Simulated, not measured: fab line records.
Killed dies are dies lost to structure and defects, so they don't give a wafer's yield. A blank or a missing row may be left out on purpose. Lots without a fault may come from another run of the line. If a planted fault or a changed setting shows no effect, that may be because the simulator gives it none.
Which tool did it?    flow n5-finfet    Sampling: 24 lots, 72 wafers, 5 of 1938 route steps

## WHAT THE GAUGES SHOWED, per wafer
N5_BEOL_M0_CUTY_CD_MEAS_57: the cd target is 200 nm. Usual: 199.8 nm for cd-nm, sd 1.
lot   measured      on         cd-nm (nm)         flag
L074  day 5 17:48   cd-sem-03  197.8 197.1 197.0  
L075  day 6 01:23   cd-sem-03  201.5 200.0 201.3  
L076  day 6 07:45   cd-sem-01  201.0 199.5 200.7  
L077  day 6 13:37   cd-sem-01  199.9 200.8 201.3  
L078  day 6 16:53   cd-sem-03  200.5 200.2 200.5  
L079  day 6 20:01   cd-sem-02  200.7 200.9 201.1  
L080  day 7 04:11   cd-sem-02  199.2 197.8 199.3  
L081  day 7 14:14   cd-sem-01  199.5 198.9 199.7  
L082  day 7 18:18   cd-sem-01  201.8 200.4 201.1  
L083  day 8 02:59   cd-sem-03  201.8 198.8 200.5  
L084  day 8 08:32   cd-sem-02  199.5 198.4 199.5  
L085  day 8 13:57   cd-sem-03  200.0 199.0 199.4  
L086  day 8 23:46   cd-sem-03  199.7 200.8 200.6  
L087  day 9 02:08   cd-sem-01  200.0 199.9 200.5  
L088  day 9 04:09   cd-sem-02  200.2 199.8 200.8  
L089  day 9 12:44   cd-sem-02  198.9 198.9 200.2  
L090  day 9 16:08   cd-sem-03  199.1 201.0 199.4  
L091  day 9 21:54   cd-sem-01  199.4 199.9 200.1  
L092  day 10 05:24  cd-sem-01  200.0 201.2 201.8  
L093  day 10 14:40  cd-sem-02  197.8 200.0 200.0  
L094  day 10 19:39  cd-sem-02  199.2 200.0 200.9  
L095  day 11 01:49  cd-sem-03  198.9 199.6 198.4  
L096  day 11 11:31  cd-sem-03  198.5 200.0 198.9  
L097  day 11 11:40  cd-sem-02  200.0 199.9 199.8  

## TOOL THAT RAN EACH LOT (tool first, then ch and the chambers of the sampled wafers, then the start)
lot   N5_BEOL_M0_SAQP_ETCH_107            N5_BEOL_M0_SAQP_SPACER2_ALD_26     N5_BEOL_M0_SAQP_MANDREL2_REMOVE_110  N5_BEOL_M0_SAQP_CUT_ETCH_46
L074  rie-diel-03 ch 0,3, day 5 14:40     ald-sin-02 ch 0,1, day 5 14:55     rie-si-02 ch 2,3, day 5 15:33        rie-diel-01 ch 0,2,3, day 5 16:11
L075  rie-diel-01 ch 0,3, day 5 20:56     ald-sin-03 ch 0,1,3, day 5 22:41   rie-si-06 ch 1,2,3, day 5 23:20      rie-diel-01 ch 0,3, day 6 00:05
L076  rie-diel-01 ch 1,2,3, day 6 04:24   ald-sin-03 ch 1,3, day 6 05:06     rie-si-06 ch 2,3, day 6 05:44        rie-diel-03 ch 1,3, day 6 06:31
L077  rie-diel-02 ch 0,1,2, day 6 10:56   ald-sin-01 ch 0,1, day 6 11:11     rie-si-06 ch 0,3, day 6 11:53        rie-diel-02 ch 0,2, day 6 12:31
L078  rie-diel-02 ch 2,3, day 6 14:09     ald-sin-03 ch 1,3, day 6 14:23     rie-si-06 ch 0,2,3, day 6 15:08      rie-diel-01 ch 0,2,3, day 6 15:47
L079  rie-diel-01 ch 1,2,3, day 6 16:52   ald-sin-03 ch 0,2,3, day 6 17:07   rie-si-02 ch 0,2,3, day 6 17:45      rie-diel-01 ch 1,2,3, day 6 18:42
L080  rie-diel-03 ch 0,1,2, day 7 00:53   ald-sin-03 ch 0,1,3, day 7 01:23   rie-si-02 ch 1,2,3, day 7 02:01      rie-diel-02 ch 0,1,3, day 7 02:46
L081  rie-diel-01 ch 0,3, day 7 11:20     ald-sin-01 ch 0,2,3, day 7 11:34   rie-si-01 ch 2,3, day 7 12:19        rie-diel-02 ch 1,2, day 7 13:09
L082  rie-diel-01 ch 0,3, day 7 15:17     ald-sin-03 ch 1,2, day 7 15:37     rie-si-02 ch 1,2, day 7 16:15        rie-diel-02 ch 0,1,3, day 7 17:01
L083  rie-diel-02 ch 0,1, day 7 23:58     ald-sin-02 ch 1,3, day 8 00:16     rie-si-01 ch 1,2, day 8 00:53        rie-diel-03 ch 0,1,2, day 8 01:38
L084  rie-diel-03 ch 0,2,3, day 8 05:22   ald-sin-02 ch 0,1,2, day 8 05:47   rie-si-01 ch 1,2,3, day 8 06:29      rie-diel-01 ch 1,2,3, day 8 07:26
L085  rie-diel-02 ch 1,2, day 8 10:19     ald-sin-03 ch 0,1,3, day 8 10:34   rie-si-01 ch 0,2,3, day 8 11:21      rie-diel-02 ch 1,2,3, day 8 11:58
L086  rie-diel-01 ch 0,1,2, day 8 19:33   ald-sin-02 ch 1,3, day 8 21:01     rie-si-06 ch 0,2,3, day 8 21:40      rie-diel-03 ch 0,3, day 8 22:24
L087  rie-diel-02 ch 1,2,3, day 8 23:19   ald-sin-01 ch 0,1,3, day 8 23:37   rie-si-06 ch 1,2,3, day 9 00:16      rie-diel-01 ch 1,2,3, day 9 00:53
L088  rie-diel-01 ch 1,2,3, day 9 01:10   ald-sin-02 ch 0,1,3, day 9 01:31   rie-si-06 ch 2,3, day 9 02:11        rie-diel-01 ch 1,2,3, day 9 02:56
L089  rie-diel-03 ch 1,2,3, day 9 09:24   ald-sin-03 ch 1,2, day 9 09:38     rie-si-01 ch 1,2,3, day 9 10:23      rie-diel-02 ch 1,2, day 9 11:08
L090  rie-diel-03 ch 0,1,3, day 9 13:14   ald-sin-01 ch 0,2, day 9 13:29     rie-si-02 ch 1,2,3, day 9 14:25      rie-diel-01 ch 1,2,3, day 9 15:02
L091  rie-diel-03 ch 0,2, day 9 18:32     ald-sin-02 ch 2,3, day 9 18:46     rie-si-01 ch 2,3, day 9 19:30        rie-diel-03 ch 0,2,3, day 9 20:10
L092  rie-diel-01 ch 1,2,3, day 10 02:11  ald-sin-02 ch 0,1,2, day 10 02:26  rie-si-06 ch 0,2,3, day 10 03:04     rie-diel-03 ch 0,1,2, day 10 03:41
L093  rie-diel-03 ch 0,2,3, day 10 11:07  ald-sin-02 ch 0,1,3, day 10 11:22  rie-si-06 ch 0,1,3, day 10 12:02     rie-diel-01 ch 1,2,3, day 10 12:40
L094  rie-diel-03 ch 0,2,3, day 10 16:31  ald-sin-01 ch 1,2, day 10 17:02    rie-si-01 ch 0,1,2, day 10 17:40     rie-diel-03 ch 0,1,3, day 10 18:18
L095  rie-diel-02 ch 1,2,3, day 10 22:05  ald-sin-03 ch 0,3, day 10 23:05    rie-si-06 ch 1,2, day 10 23:51       rie-diel-01 ch 1,2, day 11 00:29
L096  rie-diel-01 ch 0,1,2, day 11 04:14  ald-sin-03 ch 1,2, day 11 04:29    rie-si-06 ch 1,2, day 11 05:20       rie-diel-01 ch 1,2,3, day 11 10:16
L097  rie-diel-01 ch 0,2, day 11 07:26    ald-sin-03 ch 0,2,3, day 11 07:41  rie-si-06 ch 0,3, day 11 08:20       rie-diel-02 ch 1,3, day 11 10:23
- N5_BEOL_M0_SAQP_ETCH_107: etches SiNx in CH3F/O2, target depth 30 nm.
- N5_BEOL_M0_SAQP_SPACER2_ALD_26: deposits SiO2, target thk 15 nm, pulse time 1 s, purge time 2 s.
- N5_BEOL_M0_SAQP_MANDREL2_REMOVE_110: chemistry HBr/Cl2/O2, target a-Si, stops on SiCN, bt time 10 s.
- N5_BEOL_M0_SAQP_CUT_ETCH_46: etches SOC in N2/H2, target depth 135 nm, overetch 27 nm, time 202.5 s.

## AS READ BY THE TOOLS THEMSELVES (means over the sampled wafers that have a number; for cases with no such wafer, the mark the record gives instead)
N5_BEOL_M0_SAQP_ETCH_107. Usual: drypump-motor-current-A 5.7 A, standard deviation 0.35; oes-product-au 0.76 a.u., standard deviation 0.083; rf-fwd-power-W 390.5 W, standard deviation 1.7; rf-vpp-V 298 V, standard deviation 10; showerhead-plenum-p-Torr 1.99 Torr, standard deviation 0.064; throttle-valve-pct 16.44 %, standard deviation 0.22.
lot   tool         drypump-motor-current-A (A)  oes-product-au (a.u.)  rf-fwd-power-W (W)  rf-vpp-V (V)  showerhead-plenum-p-Torr (Torr)  throttle-valve-pct (%)  flag
L074  rie-diel-03  5.7                          0.74                   392.2               301           2.01                             16.35                   
L075  rie-diel-01  5.6                          0.72                   392.9               306           1.99                             16.36                   
L076  rie-diel-01  5.7                          0.75                   390.5               299           1.98                             16.44                   
L077  rie-diel-02  5.7                          0.80                   389.7               295           1.98                             16.48                   
L078  rie-diel-02  5.2                          0.78                   390.4               300           2.01                             16.15                   
L079  rie-diel-01  5.8                          0.76                   390.9               300           1.98                             16.45                   
L080  rie-diel-03  6.0                          0.72                   389.3               303           2.01                             16.58                   
L081  rie-diel-01  5.6                          0.71                   391.8               305           1.98                             16.38                   
L082  rie-diel-01  5.6                          0.71                   391.6               306           1.98                             16.38                   
L083  rie-diel-02  6.1                          0.79                   388.9               290           1.99                             16.57                   
L084  rie-diel-03  5.8                          0.72                   391.5               295           1.94                             16.50                   
L085  rie-diel-02  5.6                          0.86                   389.0               301           1.97                             16.27                   
L086  rie-diel-01  5.8                          0.74                   390.7               301           1.96                             16.44                   
L087  rie-diel-02  5.4                          0.81                   390.8               301           1.99                             16.23                   
L088  rie-diel-01  5.7                          0.73                   390.4               298           1.97                             16.47                   
L089  rie-diel-03  6.0                          0.83                   388.9               293           2.03                             16.47                   
L090  rie-diel-03  5.9                          0.73                   390.6               298           2.01                             16.52                   
L091  rie-diel-03  5.8                          0.80                   389.4               308           2.07                             16.37                   
L092  rie-diel-01  5.7                          0.73                   392.0               298           1.97                             16.51                   
L093  rie-diel-03  5.8                          0.80                   389.5               297           2.02                             16.39                   
L094  rie-diel-03  5.8                          0.80                   389.4               297           2.02                             16.38                   
L095  rie-diel-02  5.4                          0.79                   390.4               300           1.98                             16.25                   
L096  rie-diel-01  5.8                          0.72                   391.2               302           1.96                             16.47                   
L097  rie-diel-01  5.8                          0.72                   392.8               308           1.94                             16.34                   

N5_BEOL_M0_SAQP_SPACER2_ALD_26. Usual: heater-power-w 456 W, standard deviation 58; precursor-pulse-height-rel 0.999, standard deviation 0.018.
lot   tool        heater-power-w (W)  precursor-pulse-height-rel  flag
L074  ald-sin-02  519                 0.989                       
L075  ald-sin-03  434                 0.977                       
L076  ald-sin-03  414                 1.008                       
L077  ald-sin-01  488                 1.001                       
L078  ald-sin-03  453                 0.994                       
L079  ald-sin-03  455                 1.007                       
L080  ald-sin-03  436                 1.010                       
L081  ald-sin-01  504                 0.979                       
L082  ald-sin-03  409                 1.004                       
L083  ald-sin-02  451                 1.009                       
L084  ald-sin-02  462                 0.994                       
L085  ald-sin-03  440                 1.011                       
L086  ald-sin-02  430                 1.015                       
L087  ald-sin-01  449                 0.994                       
L088  ald-sin-02  465                 1.007                       
L089  ald-sin-03  395                 0.996                       
L090  ald-sin-01  466                 1.006                       
L091  ald-sin-02  404                 1.010                       
L092  ald-sin-02  466                 0.982                       
L093  ald-sin-02  475                 1.005                       
L094  ald-sin-01  549                 1.003                       
L095  ald-sin-03  481                 1.003                       
L096  ald-sin-03  394                 0.993                       
L097  ald-sin-03  453                 1.001                       

N5_BEOL_M0_SAQP_MANDREL2_REMOVE_110. Usual: drypump-motor-current-A 5.9 A, standard deviation 0.49; he-backside-leak-sccm 2.8 sccm, standard deviation 0.36; oes-product-au 1.005 a.u., standard deviation 0.015; rf-fwd-power-W 596.5 W, standard deviation 1.9; throttle-valve-pct 37.0 %, standard deviation 0.47.
lot   tool       drypump-motor-current-A (A)  he-backside-leak-sccm (sccm)  oes-product-au (a.u.)  rf-fwd-power-W (W)  throttle-valve-pct (%)  flag
L074  rie-si-02  5.9                          3.1                           1.012                  594.0               37.0                    
L075  rie-si-06  5.9                          2.9                           1.007                  597.4               37.1                    
L076  rie-si-06  5.6                          3.2                           0.989                  594.8               37.0                    
L077  rie-si-06  5.7                          2.7                           0.998                  598.8               37.0                    
L078  rie-si-06  5.9                          2.9                           0.994                  595.7               37.1                    
L079  rie-si-02  5.8                          2.8                           1.012                  596.3               36.8                    
L080  rie-si-02  6.1                          2.7                           1.004                  597.0               36.7                    
L081  rie-si-01  5.7                          2.8                           1.015                  596.4               36.7                    
L082  rie-si-02  6.1                          2.6                           1.004                  597.5               36.2                    
L083  rie-si-01  5.8                          2.8                           0.997                  597.9               36.5                    
L084  rie-si-01  5.7                          2.8                           1.005                  596.9               36.8                    
L085  rie-si-01  5.8                          2.8                           1.018                  596.0               36.7                    
L086  rie-si-06  5.9                          2.9                           0.997                  596.8               37.1                    
L087  rie-si-06  5.9                          3.5                           0.984                  595.8               37.1                    
L088  rie-si-06  5.6                          3.1                           0.978                  595.9               36.9                    
L089  rie-si-01  5.7                          2.9                           1.012                  596.4               36.7                    
L090  rie-si-02  6.1                          2.7                           1.013                  596.1               36.7                    
L091  rie-si-01  5.7                          2.8                           1.020                  597.4               36.6                    
L092  rie-si-06  5.9                          2.9                           1.003                  598.9               37.1                    
L093  rie-si-06  6.2                          2.7                           1.006                  595.9               37.3                    
L094  rie-si-01  5.8                          2.8                           1.012                  597.4               36.7                    
L095  rie-si-06  6.4                          2.6                           0.993                  597.6               37.4                    
L096  rie-si-06  6.1                          3.0                           0.989                  595.5               37.2                    
L097  rie-si-06  5.7                          2.9                           1.013                  597.3               37.0                    

N5_BEOL_M0_SAQP_CUT_ETCH_46. Usual: drypump-motor-current-A 5.7 A, standard deviation 0.37; rf-fwd-power-W 837.4 W, standard deviation 2.7; rf-vpp-V 523.4 V, standard deviation 2.2; showerhead-plenum-p-Torr 2.52 Torr, standard deviation 0.071; throttle-valve-pct 17.87 %, standard deviation 0.27.
lot   tool         drypump-motor-current-A (A)  rf-fwd-power-W (W)  rf-vpp-V (V)  showerhead-plenum-p-Torr (Torr)  throttle-valve-pct (%)  flag
L074  rie-diel-01  5.8                          839.7               522.8         2.51                             17.81                   
L075  rie-diel-01  5.5                          842.0               523.8         2.53                             17.77                   
L076  rie-diel-03  5.9                          838.5               523.2         2.48                             17.79                   
L077  rie-diel-02  5.5                          839.9               523.4         2.54                             18.13                   
L078  rie-diel-01  5.8                          838.2               522.6         2.50                             17.83                   
L079  rie-diel-01  5.7                          837.9               522.1         2.51                             17.92                   
L080  rie-diel-02  5.8                          836.2               522.8         2.53                             17.79                   
L081  rie-diel-02  5.4                          837.6               524.5         2.52                             17.80                   
L082  rie-diel-02  5.8                          836.7               523.8         2.53                             17.79                   
L083  rie-diel-03  6.0                          835.1               524.7         2.55                             18.00                   
L084  rie-diel-01  5.7                          833.7               522.9         2.50                             17.92                   
L085  rie-diel-02  5.5                          837.0               523.6         2.52                             17.62                   
L086  rie-diel-03  5.8                          836.6               522.1         2.47                             17.71                   
L087  rie-diel-01  5.7                          838.5               522.5         2.50                             17.93                   
L088  rie-diel-01  5.7                          837.4               522.7         2.50                             17.93                   
L089  rie-diel-02  5.4                          840.2               523.0         2.51                             17.83                   
L090  rie-diel-01  5.7                          838.1               522.9         2.50                             17.96                   
L091  rie-diel-03  5.8                          836.5               525.0         2.57                             17.73                   
L092  rie-diel-03  6.0                          836.4               527.6         2.65                             17.90                   
L093  rie-diel-01  5.7                          836.0               522.6         2.50                             17.95                   
L094  rie-diel-03  5.9                          837.0               524.6         2.55                             17.88                   
L095  rie-diel-01  5.8                          838.8               523.0         2.49                             17.98                   
L096  rie-diel-01  5.7                          838.1               522.5         2.49                             17.98                   
L097  rie-diel-02  5.6                          835.8               522.6         2.50                             17.51                   

## THE ANSWER, worked out from the rows above alone
Rule: a lot counts as off when the mean over its wafers that have a number is more than 3 standard deviations away from the usual mean. A lot without any number at a reading at which 4 lots or more have one is off too. The other lots that the step has rows for count as sound. Order of review: gauges by route order, followed by the tools' own readings, for which a lot's mean as printed above is used. At the first step where some lot is off, the reading lying furthest off is the one used; lots without a number count as furthest.
No lot is off at any reading shown: from this, nothing can be told.

## WHAT THE SIMULATOR HAD PUT IN
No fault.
